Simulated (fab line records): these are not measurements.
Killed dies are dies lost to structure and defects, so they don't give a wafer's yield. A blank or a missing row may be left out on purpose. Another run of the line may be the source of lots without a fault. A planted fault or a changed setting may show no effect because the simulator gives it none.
Which tool did it? + flow n5Finfet + 72 wafers from 24 lots sampled at 6 of the route's 1938 steps

== WHAT EACH GAUGE READ, for each wafer ==
Not one reading of a measure or inspect step in the record can be checked against a usual standard deviation.

== TOOL THAT RAN EACH LOT (tool first, then ch and the chambers of the sampled wafers, then the start) ==
| lot  | N5_HKMG_FIN_ALD_72           | N5_GATE_CUT_ETCHBACK_30          | N5_GATE_CUT_VAPOR_ETCH_60        | N5_GATE_CUT_CMP_02            | N5_GATE_CUT_HM_DEP_46           | N5_GATE_CUT_DESCUM_18             |
|------|------------------------------|----------------------------------|----------------------------------|-------------------------------|---------------------------------|-----------------------------------|
| L074 | cvdW-02 ch 0, day 4 06:32    | rieMetal-02 ch 0,1, day 4 07:40  | rieMetal-02 ch 0,1, day 4 07:41  | cmp-04 ch 0,1, day 4 10:41    | pecvd-01 ch 0,1,2, day 4 11:01  | rieDiel-01 ch 0,2, day 4 11:30    |
| L075 | cvdW-02 ch 0, day 4 15:56    | rieMetal-03 ch 1, day 4 17:11    | rieMetal-03 ch 1, day 4 17:13    | cmp-04 ch 0,2,3, day 4 19:56  | pecvd-01 ch 0,1,2, day 4 20:12  | rieDiel-03 ch 1,2,3, day 4 20:41  |
| L076 | cvdW-02 ch 0, day 4 18:54    | rieMetal-01 ch 0,1, day 4 20:05  | rieMetal-01 ch 0,1, day 4 20:07  | cmp-01 ch 0,1,2, day 4 22:47  | pecvd-04 ch 0,2, day 4 23:07    | rieDiel-02 ch 0,1,3, day 5 00:16  |
| L077 | cvdW-01 ch 0,1, day 4 23:48  | rieMetal-03 ch 0, day 5 01:02    | rieMetal-03 ch 0, day 5 01:04    | cmp-01 ch 0,2,3, day 5 05:34  | pecvd-01 ch 0,1,2, day 5 05:54  | rieDiel-02 ch 1,2, day 5 06:29    |
| L078 | cvdW-01 ch 0,1, day 5 06:12  | rieMetal-03 ch 0,1, day 5 07:20  | rieMetal-03 ch 0,1, day 5 07:22  | cmp-01 ch 0,2,3, day 5 10:25  | pecvd-01 ch 0,1,2, day 5 10:42  | rieDiel-03 ch 1,2,3, day 5 11:10  |
| L079 | cvdW-01 ch 0,1, day 5 12:31  | rieMetal-02 ch 0, day 5 13:52    | rieMetal-02 ch 0, day 5 13:56    | cmp-04 ch 0,1,2, day 5 17:12  | pecvd-03 ch 0,1,2, day 5 17:32  | rieDiel-01 ch 1,2, day 5 18:33    |
| L080 | cvdW-02 ch 0,1, day 5 19:07  | rieMetal-02 ch 0,1, day 5 20:15  | rieMetal-02 ch 0,1, day 5 20:17  | cmp-04 ch 0,1, day 5 23:11    | pecvd-03 ch 0,1,2, day 5 23:29  | rieDiel-01 ch 0,1, day 6 00:05    |
| L081 | cvdW-02 ch 0,1, day 6 00:08  | rieMetal-03 ch 0,1, day 6 01:16  | rieMetal-03 ch 0,1, day 6 01:17  | cmp-04 ch 1,2,3, day 6 03:59  | pecvd-03 ch 0,1,2, day 6 04:19  | rieDiel-02 ch 1,2,3, day 6 04:54  |
| L082 | cvdW-01 ch 0,1, day 6 07:33  | rieMetal-03 ch 0,1, day 6 08:41  | rieMetal-03 ch 0,1, day 6 08:43  | cmp-01 ch 0,1,3, day 6 11:25  | pecvd-03 ch 0,2, day 6 11:41    | rieDiel-03 ch 0,3, day 6 12:16    |
| L083 | cvdW-01 ch 0,1, day 6 13:10  | rieMetal-02 ch 0,1, day 6 14:18  | rieMetal-02 ch 0,1, day 6 14:20  | cmp-04 ch 1,2, day 6 17:16    | pecvd-01 ch 1,2, day 6 17:34    | rieDiel-02 ch 2,3, day 6 18:02    |
| L084 | cvdW-01 ch 0,1, day 6 20:37  | rieMetal-01 ch 1, day 6 21:58    | rieMetal-01 ch 1, day 6 22:01    | cmp-04 ch 0,1,2, day 7 00:45  | pecvd-01 ch 1,2, day 7 01:02    | rieDiel-02 ch 1,2,3, day 7 01:31  |
| L085 | cvdW-02 ch 0,1, day 7 05:35  | rieMetal-01 ch 0,1, day 7 06:43  | rieMetal-01 ch 0,1, day 7 06:45  | cmp-01 ch 0,1, day 7 09:26    | pecvd-04 ch 1,2, day 7 09:43    | rieDiel-03 ch 1,2,3, day 7 10:11  |
| L086 | cvdW-01 ch 0,1, day 7 09:01  | rieMetal-02 ch 0,1, day 7 10:09  | rieMetal-02 ch 0,1, day 7 10:11  | cmp-01 ch 0,2,3, day 7 13:02  | pecvd-04 ch 0,1,2, day 7 13:22  | rieDiel-02 ch 0,1,2, day 7 14:04  |
| L087 | cvdW-01 ch 0,1, day 7 18:58  | rieMetal-01 ch 0, day 7 20:19    | rieMetal-01 ch 0, day 7 20:23    | cmp-02 ch 0,3, day 7 23:05    | pecvd-04 ch 0,2, day 7 23:22    | rieDiel-01 ch 0,3, day 7 23:56    |
| L088 | cvdW-01 ch 0,1, day 7 20:53  | rieMetal-03 ch 0,1, day 7 22:00  | rieMetal-03 ch 0,1, day 7 22:02  | cmp-04 ch 0,1,2, day 8 00:56  | pecvd-04 ch 1,2, day 8 01:12    | rieDiel-01 ch 0,3, day 8 01:50    |
| L089 | cvdW-01 ch 0,1, day 8 03:04  | rieMetal-02 ch 0,1, day 8 04:12  | rieMetal-02 ch 0,1, day 8 04:14  | cmp-04 ch 1,2, day 8 06:52    | pecvd-04 ch 0,1, day 8 07:12    | rieDiel-03 ch 1,2, day 8 07:40    |
| L090 | cvdW-01 ch 0,1, day 8 10:34  | rieMetal-01 ch 0,1, day 8 11:44  | rieMetal-01 ch 0,1, day 8 11:46  | cmp-04 ch 0,1,3, day 8 15:34  | pecvd-04 ch 0,2, day 8 15:49    | rieDiel-01 ch 1,2,3, day 8 16:24  |
| L091 | cvdW-01 ch 0,1, day 8 13:12  | rieMetal-03 ch 0,1, day 8 14:19  | rieMetal-03 ch 0,1, day 8 14:21  | cmp-02 ch 0,2,3, day 8 17:59  | pecvd-03 ch 1,2, day 8 18:20    | rieDiel-02 ch 0,2,3, day 8 18:55  |
| L092 | cvdW-01 ch 0,1, day 8 22:00  | rieMetal-03 ch 0,1, day 8 23:08  | rieMetal-03 ch 0,1, day 8 23:10  | cmp-01 ch 1,2,3, day 9 01:58  | pecvd-01 ch 0,2, day 9 02:16    | rieDiel-03 ch 0,2,3, day 9 02:51  |
| L093 | cvdW-02 ch 0,1, day 9 08:57  | rieMetal-01 ch 0,1, day 9 10:07  | rieMetal-01 ch 0,1, day 9 10:09  | cmp-04 ch 1,2,3, day 9 12:53  | pecvd-01 ch 0,1, day 9 13:14    | rieDiel-03 ch 0,1,3, day 9 13:41  |
| L094 | cvdW-02 ch 0,1, day 9 12:04  | rieMetal-03 ch 0,1, day 9 13:11  | rieMetal-03 ch 0,1, day 9 13:13  | cmp-04 ch 0,3, day 9 15:59    | pecvd-03 ch 0,1,2, day 9 16:19  | rieDiel-01 ch 1,2, day 9 16:53    |
| L095 | cvdW-02 ch 0,1, day 9 14:24  | rieMetal-03 ch 0,1, day 9 15:44  | rieMetal-03 ch 0,1, day 9 15:46  | cmp-01 ch 0,1, day 9 18:31    | pecvd-01 ch 0,1, day 9 18:52    | rieDiel-01 ch 1,2, day 9 19:27    |
| L096 | cvdW-02 ch 0,1, day 9 23:18  | rieMetal-03 ch 0,1, day 10 00:31 | rieMetal-03 ch 0,1, day 10 00:32 | cmp-01 ch 2,3, day 10 03:11   | pecvd-04 ch 0,1, day 10 03:40   | rieDiel-01 ch 0,2,3, day 10 06:29 |
| L097 | cvdW-01 ch 0,1, day 10 03:43 | rieMetal-03 ch 0,1, day 10 04:56 | rieMetal-03 ch 0,1, day 10 04:58 | cmp-01 ch 0,2,3, day 10 07:37 | pecvd-03 ch 0,1,2, day 10 07:57 | rieDiel-02 ch 0,1,2, day 10 08:48 |
- N5_HKMG_FIN_ALD_72: deposits W, target thk 2 nm, pulse time 1 s, purge time 2 s.
- N5_GATE_CUT_ETCHBACK_30: etches TiN in Cl2/Ar, target depth 3 nm.
- N5_GATE_CUT_VAPOR_ETCH_60: etches HfO2 in BCl3/Cl2.
- N5_GATE_CUT_CMP_02: polishes, stops on SiO2, t overpolish 12.7 s, target thk 0 nm.
- N5_GATE_CUT_HM_DEP_46: deposits SiO2 from TEOS/O2, target thk 130 nm, time 26.6 s.
- N5_GATE_CUT_DESCUM_18: chemistry O2, time 7 s.

== WHAT THE TOOLS THEMSELVES READ (means of the sampled wafers that have a number; where no wafer has one, the mark that the record gives instead) ==
N5_HKMG_FIN_ALD_72. Usual: heaterPowerW 490 W, standard deviation 81; precursorPulseHeightRel 1.000, standard deviation 0.021.
| lot  | tool    | heaterPowerW (W) | precursorPulseHeightRel | flag |
|------|---------|------------------|-------------------------|------|
| L074 | cvdW-02 | 595              | 0.999                   |      |
| L075 | cvdW-02 | 604              | 1.016                   |      |
| L076 | cvdW-02 | 605              | 0.989                   |      |
| L077 | cvdW-01 | 423              | 1.015                   |      |
| L078 | cvdW-01 | 425              | 1.010                   |      |
| L079 | cvdW-01 | 430              | 1.003                   |      |
| L080 | cvdW-02 | 578              | 0.990                   |      |
| L081 | cvdW-02 | 573              | 0.986                   |      |
| L082 | cvdW-01 | 418              | 1.003                   |      |
| L083 | cvdW-01 | 419              | 1.005                   |      |
| L084 | cvdW-01 | 430              | 1.002                   |      |
| L085 | cvdW-02 | 579              | 1.010                   |      |
| L086 | cvdW-01 | 420              | 0.978                   |      |
| L087 | cvdW-01 | 424              | 0.997                   |      |
| L088 | cvdW-01 | 425              | 0.980                   |      |
| L089 | cvdW-01 | 427              | 1.009                   |      |
| L090 | cvdW-01 | 425              | 0.978                   |      |
| L091 | cvdW-01 | 421              | 1.015                   |      |
| L092 | cvdW-01 | 422              | 1.005                   |      |
| L093 | cvdW-02 | 574              | 0.989                   |      |
| L094 | cvdW-02 | 597              | 0.991                   |      |
| L095 | cvdW-02 | 565              | 1.004                   |      |
| L096 | cvdW-02 | 569              | 1.001                   |      |
| L097 | cvdW-01 | 426              | 1.017                   |      |

N5_GATE_CUT_ETCHBACK_30. Usual: biasW 60.04 W, standard deviation 0.18; drypumpMotorCurrentA 5.48 A, standard deviation 0.26; oesProductAu 0.73 a.u., standard deviation 0.11; throttleValvePct 21.08 %, standard deviation 0.18.
| lot  | tool        | biasW (W) | drypumpMotorCurrentA (A) | oesProductAu (a.u.) | throttleValvePct (%) | flag |
|------|-------------|-----------|--------------------------|---------------------|----------------------|------|
| L074 | rieMetal-02 | 60.06     | 5.39                     | 0.77                | 20.96                |      |
| L075 | rieMetal-03 | 59.98     | 5.57                     | 0.73                | 21.09                |      |
| L076 | rieMetal-01 | 60.18     | 5.40                     | 0.57                | 21.16                |      |
| L077 | rieMetal-03 | 60.09     | 5.56                     | 0.69                | 21.29                |      |
| L078 | rieMetal-03 | 60.14     | 5.58                     | 0.70                | 21.22                |      |
| L079 | rieMetal-02 | 59.76     | 5.06                     | 0.82                | 20.91                |      |
| L080 | rieMetal-02 | 60.04     | 5.36                     | 0.77                | 20.97                |      |
| L081 | rieMetal-03 | 60.11     | 5.58                     | 0.70                | 21.23                |      |
| L082 | rieMetal-03 | 60.04     | 5.59                     | 0.71                | 21.16                |      |
| L083 | rieMetal-02 | 59.90     | 5.68                     | 0.70                | 21.02                |      |
| L084 | rieMetal-01 | 60.07     | 5.49                     | 0.58                | 21.15                |      |
| L085 | rieMetal-01 | 59.96     | 5.31                     | 0.85                | 20.88                |      |
| L086 | rieMetal-02 | 60.04     | 5.66                     | 0.70                | 21.02                |      |
| L087 | rieMetal-01 | 60.02     | 5.22                     | 0.93                | 20.76                |      |
| L088 | rieMetal-03 | 60.09     | 5.56                     | 0.69                | 21.24                |      |
| L089 | rieMetal-02 | 59.96     | 5.37                     | 0.74                | 21.00                |      |
| L090 | rieMetal-01 | 60.05     | 5.30                     | 0.93                | 20.75                |      |
| L091 | rieMetal-03 | 60.18     | 5.57                     | 0.69                | 21.24                |      |
| L092 | rieMetal-03 | 60.12     | 5.57                     | 0.69                | 21.24                |      |
| L093 | rieMetal-01 | 60.08     | 5.40                     | 0.94                | 20.73                |      |
| L094 | rieMetal-03 | 59.81     | 5.58                     | 0.69                | 21.19                |      |
| L095 | rieMetal-03 | 59.98     | 5.56                     | 0.69                | 21.18                |      |
| L096 | rieMetal-03 | 59.99     | 5.57                     | 0.69                | 21.19                |      |
| L097 | rieMetal-03 | 60.02     | 5.58                     | 0.68                | 21.25                |      |

N5_GATE_CUT_VAPOR_ETCH_60. Usual: drypumpMotorCurrentA 5.49 A, standard deviation 0.27; oesProductAu 0.73 a.u., standard deviation 0.11.
| lot  | tool        | drypumpMotorCurrentA (A) | oesProductAu (a.u.) | flag |
|------|-------------|--------------------------|---------------------|------|
| L074 | rieMetal-02 | 5.37                     | 0.76                |      |
| L075 | rieMetal-03 | 5.59                     | 0.71                |      |
| L076 | rieMetal-01 | 5.40                     | 0.58                |      |
| L077 | rieMetal-03 | 5.58                     | 0.68                |      |
| L078 | rieMetal-03 | 5.56                     | 0.69                |      |
| L079 | rieMetal-02 | 5.03                     | 0.81                |      |
| L080 | rieMetal-02 | 5.35                     | 0.76                |      |
| L081 | rieMetal-03 | 5.56                     | 0.69                |      |
| L082 | rieMetal-03 | 5.58                     | 0.70                |      |
| L083 | rieMetal-02 | 5.67                     | 0.70                |      |
| L084 | rieMetal-01 | 5.48                     | 0.58                |      |
| L085 | rieMetal-01 | 5.30                     | 0.85                |      |
| L086 | rieMetal-02 | 5.68                     | 0.70                |      |
| L087 | rieMetal-01 | 5.22                     | 0.94                |      |
| L088 | rieMetal-03 | 5.58                     | 0.69                |      |
| L089 | rieMetal-02 | 5.35                     | 0.74                |      |
| L090 | rieMetal-01 | 5.30                     | 0.94                |      |
| L091 | rieMetal-03 | 5.58                     | 0.69                |      |
| L092 | rieMetal-03 | 5.58                     | 0.68                |      |
| L093 | rieMetal-01 | 5.40                     | 0.95                |      |
| L094 | rieMetal-03 | 5.56                     | 0.68                |      |
| L095 | rieMetal-03 | 5.60                     | 0.68                |      |
| L096 | rieMetal-03 | 5.59                     | 0.68                |      |
| L097 | rieMetal-03 | 5.57                     | 0.67                |      |

N5_GATE_CUT_CMP_02. Usual: motorCurrentA 9.4 A, standard deviation 1.2; overpolishRunS 12.698 s, standard deviation 0.01; timeToEndpointS 24.6 s, standard deviation 2.
| lot  | tool   | motorCurrentA (A) | overpolishRunS (s) | timeToEndpointS (s) | flag |
|------|--------|-------------------|--------------------|---------------------|------|
| L074 | cmp-04 | 9.6               | 12.705             | 25.4                |      |
| L075 | cmp-04 | 9.6               | 12.700             | 26.4                |      |
| L076 | cmp-01 | 8.7               | 12.696             | 24.9                |      |
| L077 | cmp-01 | 8.7               | 12.696             | 24.1                |      |
| L078 | cmp-01 | 8.8               | 12.708             | 24.0                |      |
| L079 | cmp-04 | 10.2              | 12.689             | 25.0                |      |
| L080 | cmp-04 | 9.5               | 12.710             | 23.6                |      |
| L081 | cmp-04 | 10.6              | 12.686             | 25.2                |      |
| L082 | cmp-01 | 8.4               | 12.695             | 22.9                |      |
| L083 | cmp-04 | 11.2              | 12.703             | 25.4                |      |
| L084 | cmp-04 | 10.5              | 12.696             | 23.4                |      |
| L085 | cmp-01 | 8.1               | 12.699             | 25.0                |      |
| L086 | cmp-01 | 8.9               | 12.701             | 23.1                |      |
| L087 | cmp-02 | 10.1              | 12.706             | 27.1                |      |
| L088 | cmp-04 | 10.5              | 12.689             | 26.0                |      |
| L089 | cmp-04 | 10.7              | 12.692             | 25.3                |      |
| L090 | cmp-04 | 9.7               | 12.694             | 24.2                |      |
| L091 | cmp-02 | 9.9               | 12.699             | 22.5                |      |
| L092 | cmp-01 | 8.9               | 12.701             | 23.8                |      |
| L093 | cmp-04 | 10.5              | 12.697             | 25.9                |      |
| L094 | cmp-04 | 8.9               | 12.703             | 25.5                |      |
| L095 | cmp-01 | 7.8               | 12.698             | 23.7                |      |
| L096 | cmp-01 | 8.9               | 12.703             | 24.3                |      |
| L097 | cmp-01 | 8.7               | 12.698             | 22.4                |      |

N5_GATE_CUT_HM_DEP_46. Usual: heaterPowerW 538 W, standard deviation 93; showerheadPlenumPTorr 8.33 Torr, standard deviation 0.036; throttleValvePct 18.4 %, standard deviation 0.7.
| lot  | tool     | heaterPowerW (W) | showerheadPlenumPTorr (Torr) | throttleValvePct (%) | flag |
|------|----------|------------------|------------------------------|----------------------|------|
| L074 | pecvd-01 | 518              | 8.33                         | 18.7                 |      |
| L075 | pecvd-01 | 492              | 8.34                         | 18.6                 |      |
| L076 | pecvd-04 | 532              | 8.34                         | 17.7                 |      |
| L077 | pecvd-01 | 549              | 8.33                         | 18.7                 |      |
| L078 | pecvd-01 | 560              | 8.32                         | 18.7                 |      |
| L079 | pecvd-03 | 516              | 8.30                         | 18.1                 |      |
| L080 | pecvd-03 | 544              | 8.32                         | 18.1                 |      |
| L081 | pecvd-03 | 576              | 8.32                         | 18.2                 |      |
| L082 | pecvd-03 | 431              | 8.30                         | 17.6                 |      |
| L083 | pecvd-01 | 543              | 8.33                         | 18.5                 |      |
| L084 | pecvd-01 | 587              | 8.34                         | 18.6                 |      |
| L085 | pecvd-04 | 522              | 8.38                         | 18.0                 |      |
| L086 | pecvd-04 | 579              | 8.35                         | 18.2                 |      |
| L087 | pecvd-04 | 496              | 8.32                         | 18.3                 |      |
| L088 | pecvd-04 | 595              | 8.36                         | 17.7                 |      |
| L089 | pecvd-04 | 501              | 8.38                         | 18.6                 |      |
| L090 | pecvd-04 | 484              | 8.32                         | 18.4                 |      |
| L091 | pecvd-03 | 559              | 8.31                         | 18.3                 |      |
| L092 | pecvd-01 | 487              | 8.33                         | 18.3                 |      |
| L093 | pecvd-01 | 500              | 8.30                         | 18.7                 |      |
| L094 | pecvd-03 | 544              | 8.33                         | 18.2                 |      |
| L095 | pecvd-01 | 539              | 8.31                         | 19.2                 |      |
| L096 | pecvd-04 | 493              | 8.36                         | 18.5                 |      |
| L097 | pecvd-03 | 558              | 8.32                         | 18.2                 |      |

N5_GATE_CUT_DESCUM_18. Usual: drypumpMotorCurrentA 5.8 A, standard deviation 0.5; oesProductAu 0.77 a.u., standard deviation 0.079; rfVppV 243.8 V, standard deviation 1.3; showerheadPlenumPTorr 2.13 Torr, standard deviation 0.066; throttleValvePct 20.39 %, standard deviation 0.18.
| lot  | tool       | drypumpMotorCurrentA (A) | oesProductAu (a.u.) | rfVppV (V) | showerheadPlenumPTorr (Torr) | throttleValvePct (%) | flag |
|------|------------|--------------------------|---------------------|------------|------------------------------|----------------------|------|
| L074 | rieDiel-01 | 5.7                      | 0.73                | 244.9      | 2.16                         | 20.21                |      |
| L075 | rieDiel-03 | 5.7                      | 0.73                | 243.9      | 2.13                         | 20.49                |      |
| L076 | rieDiel-02 | 5.5                      | 0.73                | 243.3      | 2.09                         | 20.41                |      |
| L077 | rieDiel-02 | 6.3                      | 0.75                | 242.9      | 2.08                         | 20.43                |      |
| L078 | rieDiel-03 | 5.6                      | 0.72                | 243.3      | 2.13                         | 20.49                |      |
| L079 | rieDiel-01 | 5.8                      | 0.79                | 245.7      | 2.20                         | 20.18                |      |
| L080 | rieDiel-01 | 5.9                      | 0.92                | 244.8      | 2.21                         | 20.31                |      |
| L081 | rieDiel-02 | 5.9                      | 0.73                | 243.0      | 2.05                         | 20.42                |      |
| L082 | rieDiel-03 | 6.5                      | 0.76                | 244.5      | 2.13                         | 20.54                |      |
| L083 | rieDiel-02 | 6.2                      | 0.72                | 242.0      | 2.04                         | 20.51                |      |
| L084 | rieDiel-02 | 5.9                      | 0.73                | 242.3      | 2.05                         | 20.41                |      |
| L085 | rieDiel-03 | 5.6                      | 0.80                | 243.1      | 2.13                         | 20.37                |      |
| L086 | rieDiel-02 | 5.7                      | 0.73                | 244.4      | 2.11                         | 20.46                |      |
| L087 | rieDiel-01 | 6.1                      | 0.80                | 243.3      | 2.10                         | 20.39                |      |
| L088 | rieDiel-01 | 6.1                      | 0.80                | 243.2      | 2.10                         | 20.39                |      |
| L089 | rieDiel-03 | 5.3                      | 0.86                | 243.4      | 2.08                         | 20.17                |      |
| L090 | rieDiel-01 | 6.0                      | 0.78                | 244.8      | 2.17                         | 20.32                |      |
| L091 | rieDiel-02 | 5.7                      | 0.80                | 245.0      | 2.15                         | 20.42                |      |
| L092 | rieDiel-03 | 5.9                      | 0.79                | 244.4      | 2.11                         | 20.41                |      |
| L093 | rieDiel-03 | 6.2                      | 0.74                | 243.5      | 2.15                         | 20.52                |      |
| L094 | rieDiel-01 | 5.8                      | 0.76                | 244.6      | 2.19                         | 20.22                |      |
| L095 | rieDiel-01 | 5.8                      | 0.76                | 244.4      | 2.19                         | 20.22                |      |
| L096 | rieDiel-01 | 5.9                      | 0.77                | 243.3      | 2.12                         | 20.29                |      |
| L097 | rieDiel-02 | 5.8                      | 0.71                | 242.9      | 2.11                         | 20.49                |      |

== THE ANSWER, worked out from the rows above alone ==
Rule: a lot is off if the mean of its wafers that have a number lies more than 3 standard deviations from the usual mean. A lot without any number at a reading at which 4 lots or more have one is off too. Any other lot the step has rows for is counted as sound. After the gauges, taken in route order, come the tools' own readings; for these a lot's mean is taken, as printed above. At the first step where some lot is off, the reading lying furthest off is the one used; lots without a number count as furthest.
Nothing can be told from this: no lot is off at any reading shown.

== WHAT HAD BEEN PUT IN BY THE SIMULATOR ==
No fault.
